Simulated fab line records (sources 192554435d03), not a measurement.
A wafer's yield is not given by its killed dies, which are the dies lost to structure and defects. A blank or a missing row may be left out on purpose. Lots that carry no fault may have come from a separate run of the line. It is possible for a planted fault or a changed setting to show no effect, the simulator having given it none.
Split-lot trial | flow n5Finfet | 39 wafers read across 7 lots, on a route 1938 steps long

SPLIT DETAILS
At N5_SD_EPI_P_EPI_21 (deposits SiGe:B, time 355 s), the setting timeS was moved away from the recipe's 355 s on 15 of the 39 wafers read, by -19.0% to +18.4%. For the rest of the wafers, this setting stayed at what the recipe calls for.

FROM THE SPLIT TO THE READING: what the file shows between them, 5 steps
- N5_SD_EPI_P_EPI_MEAS_23
- N5_SD_EPI_P_HM_STRIP_48: strips SiNx in H3PO4, material SiNx, target depth 3 nm
- N5_SD_EPI_P_SRD_49: time 30 s
- N5_SD_ACTIVATION_RTA_00: time 0 s
- N5_SD_ACTIVATION_LSA_01: time 0.0008 s

THE READING
RS_SD_P, in ohm/sq, at N5_SD_ACTIVATION_RS_MEAS_03 (measures by four-point-probe). Typical for fault-free wafers on this fab line: 56.2 ohm/sq, with standard deviation 0.93 ohm/sq.

wafer  | tool, chamber at the split | timeS as run, s | against the recipe | RS_SD_P, ohm/sq | against lot-mates on the recipe
L077.1 | epiRpcvd-04, 0             | 310.3           | -12.6%             | 61.5            | +5.0
L077.2 | epiRpcvd-04, 0             | 355             | recipe             | 56.7            | -
L077.3 | epiRpcvd-04, 0             | 355             | recipe             | 56.4            | -
L077.4 | epiRpcvd-04, 0             | 310.3           | -12.6%             | 61.6            | +5.1
L077.5 | epiRpcvd-04, 0             | 355             | recipe             | 56.5            | -
L077.6 | epiRpcvd-04, 0             | 310.3           | -12.6%             | 61.5            | +5.0
L079.1 | epiRpcvd-01, 0             | 355             | recipe             | 54.9            | -
L079.2 | epiRpcvd-01, 0             | 355             | recipe             | 55.1            | -
L079.3 | epiRpcvd-01, 0             | 355             | recipe             | 56.4            | -
L079.4 | epiRpcvd-01, 0             | 355             | recipe             | 55.8            | -
L079.5 | epiRpcvd-01, 0             | 355             | recipe             | 56.5            | -
L079.6 | epiRpcvd-01, 0             | 355             | recipe             | 56.1            | -
L081.1 | epiRpcvd-04, 0             | 420.3           | +18.4%             | 49.5            | -5.4
L081.2 | epiRpcvd-04, 0             | 355             | recipe             | 54.9            | -
L081.3 | epiRpcvd-04, 0             | 355             | recipe             | 55.2            | -
L081.4 | epiRpcvd-04, 0             | 420.3           | +18.4%             | 49.8            | -5.1
L081.5 | epiRpcvd-04, 0             | 420.3           | +18.4%             | 48.8            | -6.1
L081.6 | epiRpcvd-04, 0             | 355             | recipe             | 54.7            | -
L086.1 | epiRpcvd-04, 0             | 396.2           | +11.6%             | 51.9            | -3.6
L086.2 | epiRpcvd-04, 0             | 396.2           | +11.6%             | 51.8            | -3.7
L086.3 | epiRpcvd-04, 0             | 396.2           | +11.6%             | 51.2            | -4.3
L086.4 | epiRpcvd-04, 0             | 355             | recipe             | 56.5            | -
L086.5 | epiRpcvd-04, 0             | 355             | recipe             | 55.0            | -
L086.6 | epiRpcvd-04, 0             | 355             | recipe             | 55.1            | -
L089.1 | epiRpcvd-03, 0             | 319             | -10.1%             | 58.9            | +3.8
L089.2 | epiRpcvd-03, 0             | 355             | recipe             | 55.1            | -
L089.3 | epiRpcvd-03, 0             | 355             | recipe             | 54.7            | -
L089.4 | epiRpcvd-03, 0             | 355             | recipe             | 55.5            | -
L089.5 | epiRpcvd-03, 0             | 319             | -10.1%             | 59.1            | +4.0
L089.6 | epiRpcvd-03, 0             | 319             | -10.1%             | 58.7            | +3.6
L091.1 | epiRpcvd-03, 0             | 355             | recipe             | 57.1            | -
L091.2 | epiRpcvd-03, 0             | 287.7           | -19.0%             | 65.1            | +8.2
L091.3 | epiRpcvd-03, 0             | 287.7           | -19.0%             | 64.4            | +7.5
L091.4 | epiRpcvd-03, 0             | 355             | recipe             | 56.6            | -
L091.5 | epiRpcvd-03, 0             | 355             | recipe             | 57.0            | -
L091.6 | epiRpcvd-03, 0             | 287.7           | -19.0%             | 65.4            | +8.5
L092.1 | epiRpcvd-01, 0             | 355             | recipe             | 57.8            | -
L092.2 | epiRpcvd-01, 0             | 355             | recipe             | 57.7            | -
L092.3 | epiRpcvd-01, 0             | 355             | recipe             | 57.2            | -

THE FIT
A straight line over all 39 wafers: RS_SD_P changes by -0.402 ohm/sq for each +1% of timeS; r = -0.97; the points scatter about the line by 0.97 ohm/sq.
The same after taking each lot's own level away (the mean of its wafers on the recipe; 39 wafers): -0.365 ohm/sq for each +1%; r = -0.99; scatter 0.58 ohm/sq.
The reading moves by 6.9 ohm/sq for the largest change in timeS, on that fit.
Measured against the standard deviation above, the lots' own levels, which go from 54.93 to 57.57 ohm/sq, span 2.8 times it.
So the slope is not independent of the lot-to-lot level: the two fits are not the same.
Check: for one of the wafers moved furthest among these (-19.0%), held out of the fit, the line's prediction against its lot-mates is +7.01 ohm/sq. Against them it came out at +8.2 ohm/sq.

THESE WAFERS: OTHER SPLITS
These wafers also went through other splits before the reading. Each is held against what the fit with the lots' levels taken away leaves over:
other split on the same wafers | wafers away from the commonest value | r with RS_SD_P (lot level and that fit taken away)
N5_DUMMY_GATE_HM_DEP_06 timeS  | 30                                   | +0.07
N5_DUMMY_GATE_EXPOSE_12 doseMj | 12                                   | +0.09
N5_DUMMY_GATE_ETCH_32 timeS    | 12                                   | +0.14

THE WHOLE CHAIN: every reading that the file lists as answering this split, in the file's order
step                        | what it does                 | reading                                                                          | change (the file's fit)               | r (the file's)
N5_SD_EPI_P_EPI_21          | deposits SiGe:B, time 355 s  | SiGe-B_of_SD_EPI_P_EPI_21.thkNm (the simulator's own value, which no gauge read) | +0.394 nm for each +1% of the setting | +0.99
N5_SD_EPI_P_EPI_MEAS_23     |                              | thkNm                                                                            | withheld for each +1% of the setting  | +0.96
N5_SD_ACTIVATION_RS_MEAS_03 | measures by four-point-probe | RS_SD_P                                                                          | -0.368 for each +1% of the setting    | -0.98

THE FILE'S OWN FIT
RS_SD_P changes by -0.368 ohm/sq for each +1% of timeS, r = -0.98.
